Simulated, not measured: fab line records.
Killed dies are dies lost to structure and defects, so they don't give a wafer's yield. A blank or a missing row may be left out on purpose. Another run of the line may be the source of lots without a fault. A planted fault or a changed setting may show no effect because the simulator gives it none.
Split-lot experiment :: flow n5 finfet :: 21 wafers read across 7 lots, on a route 1938 steps long

ABOUT THE SPLIT
At N5_GATE_CUT_COAT_34 (time 60 s, resist thk 60 nm), the setting spin rpm was moved away from the recipe's 1500 rpm on 4 of the 21 wafers read, by -8.0% to +6.0%. This setting was run at the recipe's value on the other wafers.

FROM THE SPLIT TO THE READING: what the file shows between them, 9 steps
- N5_GATE_CUT_COAT_27: time 60 s, resist thk 10 nm (also split here: spin rpm)
- N5_GATE_CUT_COAT_07: resist thk 30 nm
- N5_GATE_CUT_EBR_09
- N5_GATE_CUT_DESCUM_18: chemistry O2, time 7 s
- N5_GATE_CUT_ETCH_28: etches underlayer in N2/H2, target depth 13 nm, time 10.4 s
- N5_GATE_CUT_ETCH_36: etches SiARC in CF4, target depth 13 nm, time 21.7 s
- N5_GATE_CUT_ETCH_37: etches SOC in N2/H2, target depth 60 nm, overetch 12 nm, time 90 s
- N5_GATE_CUT_STRIP_38: strips in N2/H2
- N5_GATE_CUT_STRIP_39: strips in N2/H2

THE READING
SOC_of_GATE_CUT_COAT_34.thk nm (the simulator's own value, which no gauge read), in nm, at N5_GATE_CUT_HM_OPEN_40 (chemistry C4F6/O2, target SiO2, target depth 139 nm, time 85.1 s). No usual value for it is given in the file. Across the 17 wafers here that went through the recipe, the average is 33.0 nm and the standard deviation 0.39 nm.

wafer: L075.3
tool, chamber at the split: litho track-01, 0
spin rpm as run, rpm: 1500
against the recipe: recipe
SOC_of_GATE_CUT_COAT_34.thk nm, nm: 33.4
against lot-mates on the recipe: -

wafer: L075.4
tool, chamber at the split: litho track-01, 0
spin rpm as run, rpm: 1590
against the recipe: +6.0%
SOC_of_GATE_CUT_COAT_34.thk nm, nm: 31.4
against lot-mates on the recipe: -1.7

wafer: L075.6
tool, chamber at the split: litho track-01, 0
spin rpm as run, rpm: 1500
against the recipe: recipe
SOC_of_GATE_CUT_COAT_34.thk nm, nm: 32.8
against lot-mates on the recipe: -

wafer: L076.2
tool, chamber at the split: litho track-05, 0
spin rpm as run, rpm: 1500
against the recipe: recipe
SOC_of_GATE_CUT_COAT_34.thk nm, nm: 33.4
against lot-mates on the recipe: -

wafer: L076.3
tool, chamber at the split: litho track-05, 0
spin rpm as run, rpm: 1380
against the recipe: -8.0%
SOC_of_GATE_CUT_COAT_34.thk nm, nm: 35.4
against lot-mates on the recipe: +1.9

wafer: L076.5
tool, chamber at the split: litho track-05, 0
spin rpm as run, rpm: 1500
against the recipe: recipe
SOC_of_GATE_CUT_COAT_34.thk nm, nm: 33.6
against lot-mates on the recipe: -

wafer: L078.3
tool, chamber at the split: litho track-05, 0
spin rpm as run, rpm: 1437
against the recipe: -4.2%
SOC_of_GATE_CUT_COAT_34.thk nm, nm: 33.6
against lot-mates on the recipe: +1.1

wafer: L078.4
tool, chamber at the split: litho track-05, 0
spin rpm as run, rpm: 1500
against the recipe: recipe
SOC_of_GATE_CUT_COAT_34.thk nm, nm: 32.8
against lot-mates on the recipe: -

wafer: L078.6
tool, chamber at the split: litho track-05, 0
spin rpm as run, rpm: 1500
against the recipe: recipe
SOC_of_GATE_CUT_COAT_34.thk nm, nm: 32.2
against lot-mates on the recipe: -

wafer: L081.1
tool, chamber at the split: litho track-01, 0
spin rpm as run, rpm: 1500
against the recipe: recipe
SOC_of_GATE_CUT_COAT_34.thk nm, nm: 33.4
against lot-mates on the recipe: -

wafer: L081.2
tool, chamber at the split: litho track-01, 0
spin rpm as run, rpm: 1388
against the recipe: -7.5%
SOC_of_GATE_CUT_COAT_34.thk nm, nm: 35.2
against lot-mates on the recipe: +2.1

wafer: L081.5
tool, chamber at the split: litho track-01, 0
spin rpm as run, rpm: 1500
against the recipe: recipe
SOC_of_GATE_CUT_COAT_34.thk nm, nm: 32.8
against lot-mates on the recipe: -

wafer: L086.1
tool, chamber at the split: litho track-01, 0
spin rpm as run, rpm: 1500
against the recipe: recipe
SOC_of_GATE_CUT_COAT_34.thk nm, nm: 33
against lot-mates on the recipe: -

wafer: L086.4
tool, chamber at the split: litho track-01, 0
spin rpm as run, rpm: 1500
against the recipe: recipe
SOC_of_GATE_CUT_COAT_34.thk nm, nm: 33
against lot-mates on the recipe: -

wafer: L086.2
tool, chamber at the split: litho track-01, 0
spin rpm as run, rpm: 1500
against the recipe: recipe
SOC_of_GATE_CUT_COAT_34.thk nm, nm: 33.2
against lot-mates on the recipe: -

wafer: L087.1
tool, chamber at the split: litho track-05, 0
spin rpm as run, rpm: 1500
against the recipe: recipe
SOC_of_GATE_CUT_COAT_34.thk nm, nm: 32.8
against lot-mates on the recipe: -

wafer: L087.3
tool, chamber at the split: litho track-05, 0
spin rpm as run, rpm: 1500
against the recipe: recipe
SOC_of_GATE_CUT_COAT_34.thk nm, nm: 33
against lot-mates on the recipe: -

wafer: L087.4
tool, chamber at the split: litho track-05, 0
spin rpm as run, rpm: 1500
against the recipe: recipe
SOC_of_GATE_CUT_COAT_34.thk nm, nm: 32.6
against lot-mates on the recipe: -

wafer: L096.3
tool, chamber at the split: litho track-05, 0
spin rpm as run, rpm: 1500
against the recipe: recipe
SOC_of_GATE_CUT_COAT_34.thk nm, nm: 33.2
against lot-mates on the recipe: -

wafer: L096.4
tool, chamber at the split: litho track-05, 0
spin rpm as run, rpm: 1500
against the recipe: recipe
SOC_of_GATE_CUT_COAT_34.thk nm, nm: 32.8
against lot-mates on the recipe: -

wafer: L096.5
tool, chamber at the split: litho track-05, 0
spin rpm as run, rpm: 1500
against the recipe: recipe
SOC_of_GATE_CUT_COAT_34.thk nm, nm: 32.2
against lot-mates on the recipe: -

THE FIT
A straight line over all 21 wafers: SOC_of_GATE_CUT_COAT_34.thk nm changes by -0.279 nm for each +1% of spin rpm; r = -0.90; the points scatter about the line by 0.39 nm.
The same after taking each lot's own level away (the mean of its wafers on the recipe; 21 wafers): -0.264 nm for each +1%; r = -0.95; scatter 0.26 nm.
That fit puts the effect of the largest move of spin rpm on the reading at 2.1 nm.
Across the lots, their own levels run from 32.50 to 33.50 nm, a range of 2.6 times the standard deviation given above.
Hence the lot-to-lot level has little effect on the slope; both slopes agree.
Check: for one of the wafers moved furthest among these (-8.0%), held out of the fit, the line's prediction against its lot-mates is +2.23 nm. It came out at +1.9 nm against them.

ADDITIONAL SPLITS CARRIED BY THESE WAFERS
Other splits were also applied to these wafers ahead of the reading. Each is held against what the fit with the lots' levels taken away leaves over:
other split on the same wafers: N5_HKMG_FIN_HK_ALD_01 ald cycles
wafers away from the commonest value: 6
r with SOC_of_GATE_CUT_COAT_34.thk nm (lot level and that fit taken away): -0.08

other split on the same wafers: N5_HKMG_FIN_EXPOSE_46 dose mj
wafers away from the commonest value: 4
r with SOC_of_GATE_CUT_COAT_34.thk nm (lot level and that fit taken away): +0.39

other split on the same wafers: N5_GATE_CUT_COAT_27 spin rpm
wafers away from the commonest value: 5
r with SOC_of_GATE_CUT_COAT_34.thk nm (lot level and that fit taken away): -0.14

THE WHOLE CHAIN: every reading that the file lists as answering this split, in the file's order
step: N5_GATE_CUT_COAT_34
what it does: time 60 s, resist thk 60 nm
reading: SOC_of_GATE_CUT_COAT_34.thk nm (the simulator's own value, which no gauge read)
change (the file's fit): -0.324 nm for each +1% of the setting
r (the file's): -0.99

step: N5_GATE_CUT_ETCH_37
what it does: etches SOC in N2/H2, target depth 60 nm, overetch 12 nm, time 90 s
reading: etch.depth nm (the simulator's own value, which no gauge read)
change (the file's fit): -0.316 nm for each +1% of the setting
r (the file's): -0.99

step: N5_GATE_CUT_HM_OPEN_40
what it does: chemistry C4F6/O2, target SiO2, target depth 139 nm, time 85.1 s
reading: SOC_of_GATE_CUT_COAT_34.thk nm (the simulator's own value, which no gauge read)
change (the file's fit): -0.264 nm for each +1% of the setting
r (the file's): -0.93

THE FILE'S OWN FIT
SOC_of_GATE_CUT_COAT_34.thk nm changes by -0.264 nm for each +1% of spin rpm, r = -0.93.
